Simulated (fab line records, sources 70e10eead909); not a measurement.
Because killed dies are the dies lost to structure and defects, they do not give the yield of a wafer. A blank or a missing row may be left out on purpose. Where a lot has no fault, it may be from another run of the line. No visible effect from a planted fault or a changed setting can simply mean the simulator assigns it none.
Which tool did it?	flow nand-harc	Sampling: 24 lots, 72 wafers, 6 of 1159 route steps

## WHAT THE GAUGES SHOWED, per wafer
No reading from a measuring or inspecting step in the record can be judged against a usual standard deviation.

## TOOL THAT RAN EACH LOT (tool first, then ch and the chambers of the sampled wafers, then the start)
lot	NHARC_A_STAIRCASE_ETCH_227	NHARC_A_STAIRCASE_TRIM_229	NHARC_A_STAIRCASE_ETCH_236	NHARC_A_STAIRCASE_HM_OPEN_460	NHARC_A_STAIRCASE_ETCH_452	NHARC_A_STAIRCASE_DEP_301
L074	rie-diel-11 ch 1,2,3, day 10 23:43 or earlier	rie-diel-12 ch 1,2,3, day 10 23:43	rie-diel-12 ch 2,3, day 11 10:30 or earlier	rie-diel-12 ch 1,2, day 11 10:30 or earlier	rie-diel-12 ch 0,1, day 11 10:30 or earlier	pecvd-01 ch 0,1,2, day 11 10:30
L077	rie-diel-05 ch 1,3, day 11 14:48 or earlier	rie-diel-11 ch 1,2,3, day 11 14:48	rie-diel-11 ch 1,2, day 12 01:49 or earlier	rie-diel-12 ch 1,2, day 12 01:49 or earlier	rie-diel-12 ch 0,1, day 12 01:49 or earlier	pecvd-01 ch 1,2, day 12 01:49
L075	rie-diel-05 ch 1,2, day 11 15:37 or earlier	rie-diel-05 ch 0,1,3, day 11 15:37	rie-diel-05 ch 0,3, day 12 04:45 or earlier	rie-diel-11 ch 1,2,3, day 12 04:45 or earlier	rie-diel-11 ch 1,3, day 12 04:45 or earlier	pecvd-03 ch 0,1,2, day 12 04:45
L076	rie-diel-12 ch 0,2,3, day 12 00:56 or earlier	rie-diel-12 ch 1,2,3, day 12 00:56	rie-diel-12 ch 0,3, day 12 17:57 or earlier	rie-diel-12 ch 0,1,3, day 12 17:57 or earlier	rie-diel-12 ch 0,1, day 12 17:57 or earlier	pecvd-02 ch 0,2, day 12 17:57
L078	rie-diel-12 ch 0,3, day 12 01:05 or earlier	rie-diel-05 ch 1,2,3, day 12 01:05	rie-diel-05 ch 0,2,3, day 12 13:26 or earlier	rie-diel-11 ch 0,2,3, day 12 13:26 or earlier	rie-diel-11 ch 1,2,3, day 12 13:26 or earlier	pecvd-01 ch 0,1,2, day 12 13:26
L079	rie-diel-12 ch 2,3, day 12 09:38 or earlier	rie-diel-05 ch 0,1,3, day 12 09:38	rie-diel-05 ch 0,2, day 13 03:34 or earlier	rie-diel-11 ch 1,3, day 13 03:34 or earlier	rie-diel-11 ch 0,1, day 13 03:34 or earlier	pecvd-02 ch 0,1,2, day 13 03:34
L081	rie-diel-05 ch 0,1,3, day 12 12:29 or earlier	rie-diel-05 ch 1,2,3, day 12 12:29	rie-diel-05 ch 0,1,2, day 13 03:46 or earlier	rie-diel-12 ch 0,1,2, day 13 03:46 or earlier	rie-diel-12 ch 0,1,2, day 13 03:46 or earlier	pecvd-02 ch 1,2, day 13 03:46
L080	rie-diel-12 ch 1,2,3, day 12 13:59 or earlier	rie-diel-11 ch 1,3, day 12 13:59	rie-diel-11 ch 1,2, day 13 06:18 or earlier	rie-diel-05 ch 0,1,3, day 13 06:18 or earlier	rie-diel-05 ch 0,2,3, day 13 06:18 or earlier	pecvd-02 ch 0,1, day 13 06:18
L082	rie-diel-12 ch 0,1, day 13 02:56 or earlier	rie-diel-12 ch 0,2, day 13 02:56	rie-diel-12 ch 2,3, day 13 19:59 or earlier	rie-diel-11 ch 0,1,3, day 13 19:59 or earlier	rie-diel-11 ch 1,2, day 13 19:59 or earlier	pecvd-02 ch 1,2, day 13 19:59
L083	rie-diel-05 ch 0,1,3, day 13 04:41 or earlier	rie-diel-05 ch 1,2, day 13 04:41	rie-diel-05 ch 0,2,3, day 13 22:45 or earlier	rie-diel-05 ch 2,3, day 13 22:45 or earlier	rie-diel-05 ch 0,1,2, day 13 22:45 or earlier	pecvd-01 ch 0,2, day 13 22:45
L084	rie-diel-11 ch 0,1, day 13 09:00 or earlier	rie-diel-11 ch 0,1,2, day 13 09:00	rie-diel-11 ch 0,3, day 14 02:08 or earlier	rie-diel-12 ch 0,1,2, day 14 02:08 or earlier	rie-diel-12 ch 0,1,2, day 14 02:08 or earlier	pecvd-03 ch 0,2, day 14 02:08
L085	rie-diel-12 ch 1,3, day 13 22:21 or earlier	rie-diel-05 ch 0,3, day 13 22:21	rie-diel-05 ch 1,2, day 14 09:02 or earlier	rie-diel-05 ch 0,2,3, day 14 09:02 or earlier	rie-diel-05 ch 1,2, day 14 09:02 or earlier	pecvd-02 ch 0,1,2, day 14 09:02
L087	rie-diel-11 ch 2,3, day 14 06:08 or earlier	rie-diel-11 ch 0,1, day 14 06:08	rie-diel-11 ch 0,2,3, day 14 18:32 or earlier	rie-diel-05 ch 1,2,3, day 14 18:32 or earlier	rie-diel-05 ch 0,2,3, day 14 18:32 or earlier	pecvd-03 ch 0,1,2, day 14 18:32
L086	rie-diel-12 ch 1,2,3, day 14 06:29 or earlier	rie-diel-05 ch 0,1,2, day 14 06:29	rie-diel-05 ch 0,1,3, day 14 20:29 or earlier	rie-diel-05 ch 0,2,3, day 14 20:29 or earlier	rie-diel-05 ch 0,1,3, day 14 20:29 or earlier	pecvd-01 ch 0,1, day 14 20:29
L088	rie-diel-12 ch 0,3, day 15 04:01 or earlier	rie-diel-12 ch 0,1,2, day 15 04:01	rie-diel-12 ch 0,2,3, day 15 15:25 or earlier	rie-diel-11 ch 0,2,3, day 15 15:25 or earlier	rie-diel-11 ch 1,3, day 15 15:25 or earlier	pecvd-02 ch 0,1,2, day 15 15:25
L090	rie-diel-05 ch 0,1,2, day 15 04:40 or earlier	rie-diel-12 ch 1,3, day 15 04:40	rie-diel-12 ch 0,1,3, day 15 16:26 or earlier	rie-diel-11 ch 0,2,3, day 15 16:26 or earlier	rie-diel-11 ch 0,1,2, day 15 16:26 or earlier	pecvd-01 ch 0,1,2, day 15 16:26
L089	rie-diel-12 ch 0,1, day 15 08:46 or earlier	rie-diel-12 ch 1,2, day 15 08:46	rie-diel-12 ch 1,2, day 15 20:47 or earlier	rie-diel-11 ch 0,2, day 15 20:47 or earlier	rie-diel-11 ch 1,2, day 15 20:47 or earlier	pecvd-03 ch 0,2, day 15 20:47
L091	rie-diel-11 ch 1,3, day 15 10:58 or earlier	rie-diel-12 ch 0,1,2, day 15 10:58	rie-diel-12 ch 0,2,3, day 15 22:40 or earlier	rie-diel-12 ch 0,2,3, day 15 22:40 or earlier	rie-diel-12 ch 0,1,3, day 15 22:40 or earlier	pecvd-02 ch 0,1, day 15 22:40
L093	rie-diel-12 ch 2,3, day 15 11:40 or earlier	rie-diel-12 ch 1,2, day 15 11:40	rie-diel-12 ch 0,2, day 15 23:34 or earlier	rie-diel-05 ch 1,2,3, day 15 23:34 or earlier	rie-diel-05 ch 0,2,3, day 15 23:34 or earlier	pecvd-02 ch 1,2, day 15 23:34
L092	rie-diel-11 ch 0,1,3, day 15 20:58 or earlier	rie-diel-11 ch 0,1,2, day 15 20:58	rie-diel-11 ch 0,2,3, day 16 09:49 or earlier	rie-diel-05 ch 1,2,3, day 16 09:49 or earlier	rie-diel-05 ch 1,2,3, day 16 09:49 or earlier	pecvd-03 ch 1,2, day 16 09:49
L096	rie-diel-12 ch 0,1,2, day 16 12:17 or earlier	rie-diel-05 ch 1,3, day 16 12:17	rie-diel-05 ch 1,2,3, day 17 01:32 or earlier	rie-diel-05 ch 0,3, day 17 01:32 or earlier	rie-diel-05 ch 0,2, day 17 01:32 or earlier	pecvd-03 ch 0,1, day 17 01:32
L097	rie-diel-12 ch 1,3, day 16 17:36 or earlier	rie-diel-05 ch 1,2, day 16 17:36	rie-diel-05 ch 0,1,3, day 17 06:59 or earlier	rie-diel-05 ch 2,3, day 17 06:59 or earlier	rie-diel-05 ch 0,1,2, day 17 06:59 or earlier	pecvd-03 ch 0,1,2, day 17 06:59
L094	rie-diel-12 ch 1,2,3, day 16 17:38 or earlier	rie-diel-12 ch 1,2, day 16 17:38	rie-diel-12 ch 0,2, day 17 05:54 or earlier	rie-diel-11 ch 2,3, day 17 05:54 or earlier	rie-diel-11 ch 0,2,3, day 17 05:54 or earlier	pecvd-01 ch 0,1, day 17 05:54
L095	rie-diel-11 ch 0,2, day 17 00:38 or earlier	rie-diel-05 ch 0,1, day 17 00:38	rie-diel-05 ch 0,2,3, day 17 15:17 or earlier	rie-diel-11 ch 0,2, day 17 15:17 or earlier	rie-diel-11 ch 0,1,3, day 17 15:17 or earlier	pecvd-02 ch 1,2, day 17 15:17
- NHARC_A_STAIRCASE_ETCH_227: etches the open film in C4F8/O2, target depth 100 nm, time 40.5 s.
- NHARC_A_STAIRCASE_TRIM_229: chemistry O2, time 211.2 s.
- NHARC_A_STAIRCASE_ETCH_236: etches the open film in C4F8/O2, target depth 100 nm, time 40.5 s.
- NHARC_A_STAIRCASE_HM_OPEN_460: chemistry O2/COS.
- NHARC_A_STAIRCASE_ETCH_452: etches the open film in CF4/O2, target depth 30 nm, overetch 3 nm, time 16.5 s.
- NHARC_A_STAIRCASE_DEP_301: deposits SiON, target thk 30 nm.

## AS READ BY THE TOOLS THEMSELVES (means over the sampled wafers that have a number; for cases with no such wafer, the mark the record gives instead)
NHARC_A_STAIRCASE_ETCH_227. Usual: oes-product-au 0.936 a.u., standard deviation 0.013; rf-vpp-V 897 V, standard deviation 6.4.
lot	tool	oes-product-au (a.u.)	rf-vpp-V (V)	flag
L074	rie-diel-11	0.953	900	
L077	rie-diel-05	0.937	892	
L075	rie-diel-05	0.941	892	
L076	rie-diel-12	0.929	897	
L078	rie-diel-12	0.920	900	
L079	rie-diel-12	0.942	897	
L081	rie-diel-05	0.937	892	
L080	rie-diel-12	0.942	898	
L082	rie-diel-12	0.927	905	
L083	rie-diel-05	0.939	892	
L084	rie-diel-11	0.933	899	
L085	rie-diel-12	0.939	903	
L087	rie-diel-11	0.959	894	
L086	rie-diel-12	0.942	899	
L088	rie-diel-12	0.946	899	
L090	rie-diel-05	0.941	892	
L089	rie-diel-12	0.926	901	
L091	rie-diel-11	0.945	899	
L093	rie-diel-12	0.938	895	
L092	rie-diel-11	0.948	894	
L096	rie-diel-12	0.920	898	
L097	rie-diel-12	0.933	901	
L094	rie-diel-12	0.937	897	
L095	rie-diel-11	0.928	900	

NHARC_A_STAIRCASE_TRIM_229. Usual: drypump-motor-current-A 5.8 A, standard deviation 0.5; oes-product-au 0.996 a.u., standard deviation 0.014; rf-vpp-V 57.8 V, standard deviation 0.88; showerhead-plenum-p-Torr 3.52 Torr, standard deviation 0.18; throttle-valve-pct 17.035 %, standard deviation 0.0093.
lot	tool	drypump-motor-current-A (A)	oes-product-au (a.u.)	rf-vpp-V (V)	showerhead-plenum-p-Torr (Torr)	throttle-valve-pct (%)	flag
L074	rie-diel-12	5.6	1.001	58.1	3.60	17.020	
L077	rie-diel-11	6.1	0.996	58.8	3.63	17.031	
L075	rie-diel-05	5.7	0.999	56.8	3.43	17.026	
L076	rie-diel-12	5.6	0.996	58.7	3.60	17.045	
L078	rie-diel-05	6.1	0.999	58.0	3.39	17.038	
L079	rie-diel-05	5.7	1.005	57.5	3.42	17.038	
L081	rie-diel-05	6.1	0.988	57.5	3.38	17.029	
L080	rie-diel-11	6.0	1.005	58.3	3.62	17.034	
L082	rie-diel-12	5.6	0.990	57.7	3.45	17.037	
L083	rie-diel-05	5.8	0.997	57.9	3.44	17.033	
L084	rie-diel-11	5.9	0.987	57.9	3.63	17.029	
L085	rie-diel-05	5.9	1.010	57.6	3.35	17.038	
L087	rie-diel-11	5.7	1.014	57.8	3.49	17.028	
L086	rie-diel-05	5.5	0.991	57.4	3.44	17.031	
L088	rie-diel-12	5.8	0.988	58.0	3.59	17.048	
L090	rie-diel-12	5.8	0.992	58.8	3.73	17.040	
L089	rie-diel-12	5.8	0.982	58.3	3.63	17.047	
L091	rie-diel-12	5.8	0.979	58.3	3.59	17.038	
L093	rie-diel-12	5.7	0.987	58.0	3.63	17.042	
L092	rie-diel-11	5.9	1.014	58.7	3.62	17.033	
L096	rie-diel-05	6.0	1.016	58.1	3.57	17.035	
L097	rie-diel-05	6.0	0.988	57.6	3.39	17.033	
L094	rie-diel-12	5.5	0.995	57.5	3.48	17.031	
L095	rie-diel-05	5.4	1.019	57.2	3.46	17.035	

NHARC_A_STAIRCASE_ETCH_236. Usual: oes-product-au 0.936 a.u., standard deviation 0.015; rf-vpp-V 895 V, standard deviation 6.4.
lot	tool	oes-product-au (a.u.)	rf-vpp-V (V)	flag
L074	rie-diel-12	0.944	897	
L077	rie-diel-11	0.933	905	
L075	rie-diel-05	0.951	890	
L076	rie-diel-12	0.949	901	
L078	rie-diel-05	0.927	891	
L079	rie-diel-05	0.939	893	
L081	rie-diel-05	0.934	893	
L080	rie-diel-11	0.930	904	
L082	rie-diel-12	0.941	893	
L083	rie-diel-05	0.936	891	
L084	rie-diel-11	0.933	889	
L085	rie-diel-05	0.932	890	
L087	rie-diel-11	0.945	895	
L086	rie-diel-05	0.927	892	
L088	rie-diel-12	0.928	896	
L090	rie-diel-12	0.925	902	
L089	rie-diel-12	0.924	895	
L091	rie-diel-12	0.926	897	
L093	rie-diel-12	0.925	892	
L092	rie-diel-11	0.943	894	
L096	rie-diel-05	0.922	896	
L097	rie-diel-05	0.963	897	
L094	rie-diel-12	0.940	893	
L095	rie-diel-05	0.942	896	

NHARC_A_STAIRCASE_HM_OPEN_460. Usual: drypump-motor-current-A 5.9 A, standard deviation 0.49; oes-product-au 0.998 a.u., standard deviation 0.014; rf-vpp-V 467 V, standard deviation 3.7; showerhead-plenum-p-Torr 3.13 Torr, standard deviation 0.17; throttle-valve-pct 28.330 %, standard deviation 0.0091.
lot	tool	drypump-motor-current-A (A)	oes-product-au (a.u.)	rf-vpp-V (V)	showerhead-plenum-p-Torr (Torr)	throttle-valve-pct (%)	flag
L074	rie-diel-12	5.5	0.981	466	3.10	28.336	
L077	rie-diel-12	5.6	0.990	466	3.10	28.328	
L075	rie-diel-11	6.1	0.996	468	3.21	28.326	
L076	rie-diel-12	5.9	0.992	470	3.27	28.320	
L078	rie-diel-11	6.2	0.990	468	3.09	28.327	
L079	rie-diel-11	6.3	1.003	465	3.07	28.330	
L081	rie-diel-12	5.8	0.992	469	3.19	28.327	
L080	rie-diel-05	5.7	0.999	465	3.03	28.333	
L082	rie-diel-11	6.0	1.002	466	3.08	28.319	
L083	rie-diel-05	6.4	1.010	464	2.93	28.330	
L084	rie-diel-12	5.8	0.983	469	3.19	28.327	
L085	rie-diel-05	5.8	0.995	463	2.99	28.327	
L087	rie-diel-05	6.1	0.997	464	2.98	28.322	
L086	rie-diel-05	5.8	0.989	464	2.99	28.342	
L088	rie-diel-11	6.2	1.000	465	3.08	28.330	
L090	rie-diel-11	6.2	1.002	467	3.08	28.327	
L089	rie-diel-11	6.0	0.998	470	3.21	28.338	
L091	rie-diel-12	5.6	0.989	467	3.13	28.327	
L093	rie-diel-05	6.1	1.000	468	3.14	28.328	
L092	rie-diel-05	6.1	0.995	468	3.14	28.338	
L096	rie-diel-05	5.9	1.005	470	3.27	28.325	
L097	rie-diel-05	6.2	0.985	467	3.10	28.327	
L094	rie-diel-11	6.3	1.008	469	3.20	28.335	
L095	rie-diel-11	6.0	1.000	469	3.21	28.328	

NHARC_A_STAIRCASE_ETCH_452. Usual: cf4-flow-sccm 80.01 sccm, standard deviation 0.25; drypump-motor-current-A 5.8 A, standard deviation 0.51; oes-product-au 1.001 a.u., standard deviation 0.014; rf-vpp-V 197.9 V, standard deviation 1.7; showerhead-plenum-p-Torr 1.34 Torr, standard deviation 0.074; throttle-valve-pct 13.397 %, standard deviation 0.0088.
lot	tool	cf4-flow-sccm (sccm)	drypump-motor-current-A (A)	oes-product-au (a.u.)	rf-vpp-V (V)	showerhead-plenum-p-Torr (Torr)	throttle-valve-pct (%)	flag
L074	rie-diel-12	80.01	6.0	0.984	199.8	1.42	13.386	
L077	rie-diel-12	79.84	6.0	0.987	199.4	1.41	13.393	
L075	rie-diel-11	80.12	6.3	1.001	196.8	1.32	13.398	
L076	rie-diel-12	80.17	5.9	0.996	198.9	1.42	13.399	
L078	rie-diel-11	80.18	6.1	0.997	199.0	1.38	13.399	
L079	rie-diel-11	80.25	5.7	1.007	196.8	1.32	13.396	
L081	rie-diel-12	80.02	5.8	1.000	198.6	1.37	13.383	
L080	rie-diel-05	80.36	5.8	1.000	197.1	1.28	13.401	
L082	rie-diel-11	79.94	5.8	1.008	199.6	1.43	13.405	
L083	rie-diel-05	80.23	5.5	0.994	198.0	1.30	13.400	
L084	rie-diel-12	79.88	5.8	0.986	198.4	1.36	13.404	
L085	rie-diel-05	80.02	5.9	0.994	196.9	1.30	13.393	
L087	rie-diel-05	79.70	5.8	1.000	196.9	1.28	13.401	
L086	rie-diel-05	80.17	5.6	1.003	197.2	1.29	13.394	
L088	rie-diel-11	80.00	5.9	1.010	197.7	1.36	13.397	
L090	rie-diel-11	79.78	5.8	1.008	198.0	1.37	13.404	
L089	rie-diel-11	79.82	5.8	1.017	200.0	1.42	13.400	
L091	rie-diel-12	79.73	5.9	0.992	198.5	1.39	13.392	
L093	rie-diel-05	79.98	5.8	0.998	198.8	1.35	13.404	
L092	rie-diel-05	80.12	6.1	0.997	197.6	1.34	13.396	
L096	rie-diel-05	80.12	5.7	0.987	196.7	1.28	13.401	
L097	rie-diel-05	79.96	5.5	1.004	197.4	1.30	13.402	
L094	rie-diel-11	79.90	6.1	1.007	197.4	1.31	13.392	
L095	rie-diel-11	80.04	6.0	1.005	197.4	1.31	13.399	

NHARC_A_STAIRCASE_DEP_301. Usual: heater-power-w 774 W, standard deviation 110; susceptor-temp-C 400.01 C, standard deviation 0.24.
lot	tool	heater-power-w (W)	susceptor-temp-C (C)	flag
L074	pecvd-01	723	399.81	
L077	pecvd-01	631	400.15	
L075	pecvd-03	757	399.88	
L076	pecvd-02	849	400.03	
L078	pecvd-01	720	400.04	
L079	pecvd-02	797	399.96	
L081	pecvd-02	872	400.30	
L080	pecvd-02	709	399.88	
L082	pecvd-02	860	400.18	
L083	pecvd-01	840	399.86	
L084	pecvd-03	735	400.15	
L085	pecvd-02	813	400.33	
L087	pecvd-03	751	399.95	
L086	pecvd-01	744	400.07	
L088	pecvd-02	834	399.80	
L090	pecvd-01	657	399.99	
L089	pecvd-03	779	399.76	
L091	pecvd-02	833	400.28	
L093	pecvd-02	810	400.04	
L092	pecvd-03	794	400.21	
L096	pecvd-03	817	399.68	
L097	pecvd-03	752	399.83	
L094	pecvd-01	797	400.17	
L095	pecvd-02	875	399.76	

## THE ANSWER, worked out from the rows above alone
Rule: take the mean of a lot's wafers that have a number; if it is more than 3 standard deviations from the usual mean, the lot is off. Also off: a lot with no number at a reading for which 4 or more lots have one. Any other lot the step has rows for is counted as sound. First the gauges in route order, then the tools' own readings, where a lot's mean is used as printed above. At the first step where some lot is off, the reading lying furthest off is the one used; lots without a number count as furthest.
No lot is off at any reading shown: from this, nothing can be told.

## WHAT WAS PUT IN BY THE SIMULATOR
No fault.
